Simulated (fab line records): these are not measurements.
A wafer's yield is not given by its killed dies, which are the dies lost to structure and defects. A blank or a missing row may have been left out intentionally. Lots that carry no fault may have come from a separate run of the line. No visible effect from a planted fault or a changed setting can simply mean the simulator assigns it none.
Chamber matching || flow n5Finfet || N5_BEOL_M4_VIA_ETCH_34 on rieDiel-05: 4 sister chambers
The step etches the open film in C4F6/O2, target depth 69.4 nm, time 65.9 s. 8 wafers are shown with their chamber, then 8 later ones without.

== WAFERS, EACH WITH ITS CHAMBER ==
{"wafer": "L078.6", "chamber": 1, "rfVppV (V)": 673, "showerheadPlenumPTorr (Torr)": 2.71}
{"wafer": "L083.3", "chamber": 1, "rfVppV (V)": 673, "showerheadPlenumPTorr (Torr)": 2.70}
{"wafer": "L083.4", "chamber": 0, "rfVppV (V)": 653, "showerheadPlenumPTorr (Torr)": 2.81}
{"wafer": "L083.5", "chamber": 0, "rfVppV (V)": 654, "showerheadPlenumPTorr (Torr)": 2.81}
{"wafer": "L088.2", "chamber": 3, "rfVppV (V)": 681, "showerheadPlenumPTorr (Torr)": 2.77}
{"wafer": "L089.3", "chamber": 3, "rfVppV (V)": 680, "showerheadPlenumPTorr (Torr)": 2.77}
{"wafer": "L089.6", "chamber": 2, "rfVppV (V)": 664, "showerheadPlenumPTorr (Torr)": 2.89}
{"wafer": "L096.1", "chamber": 2, "rfVppV (V)": 664, "showerheadPlenumPTorr (Torr)": 2.89}

== WAFERS MISSING THEIR CHAMBER ==
{"wafer": "L096.5", "rfVppV (V)": 684, "showerheadPlenumPTorr (Torr)": 3.03}
{"wafer": "L096.6", "rfVppV (V)": 664, "showerheadPlenumPTorr (Torr)": 2.89}
{"wafer": "L090.2", "rfVppV (V)": 685, "showerheadPlenumPTorr (Torr)": 3.03}
{"wafer": "L090.4", "rfVppV (V)": 679, "showerheadPlenumPTorr (Torr)": 2.77}
{"wafer": "L090.5", "rfVppV (V)": 665, "showerheadPlenumPTorr (Torr)": 2.89}
{"wafer": "L092.1", "rfVppV (V)": 684, "showerheadPlenumPTorr (Torr)": 3.03}
{"wafer": "L092.3", "rfVppV (V)": 654, "showerheadPlenumPTorr (Torr)": 2.80}
{"wafer": "L092.5", "rfVppV (V)": 683, "showerheadPlenumPTorr (Torr)": 3.03}

== WHICH CHAMBER EACH WENT THROUGH ==
{"wafer": "L096.5", "from the rows above": 2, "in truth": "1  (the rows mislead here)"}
{"wafer": "L096.6", "from the rows above": 2, "in truth": 2}
{"wafer": "L090.2", "from the rows above": 2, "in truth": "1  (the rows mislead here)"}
{"wafer": "L090.4", "from the rows above": 3, "in truth": 3}
{"wafer": "L090.5", "from the rows above": 2, "in truth": 2}
{"wafer": "L092.1", "from the rows above": 2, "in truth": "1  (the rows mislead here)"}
{"wafer": "L092.3", "from the rows above": 0, "in truth": 0}
{"wafer": "L092.5", "from the rows above": 2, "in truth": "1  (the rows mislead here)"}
Placed correctly: 4 of 8. Number that these rows cannot place: 0. Wrongly placed: 4.
How it was worked out, from the rows above alone: a wafer's distance from a chamber is the root of the sum, over the readings, of the square of ((its reading less the chamber's mean) divided by the reading's scatter). The wafer belongs to the nearest chamber; if the next one is less than 2 further off, it can't be placed. A chamber's mean is the mean of its shown wafers. The scatter: take each reading less its chamber's mean, square it, sum over the shown wafers, divide by the number of wafers less the number of chambers, and take the root.
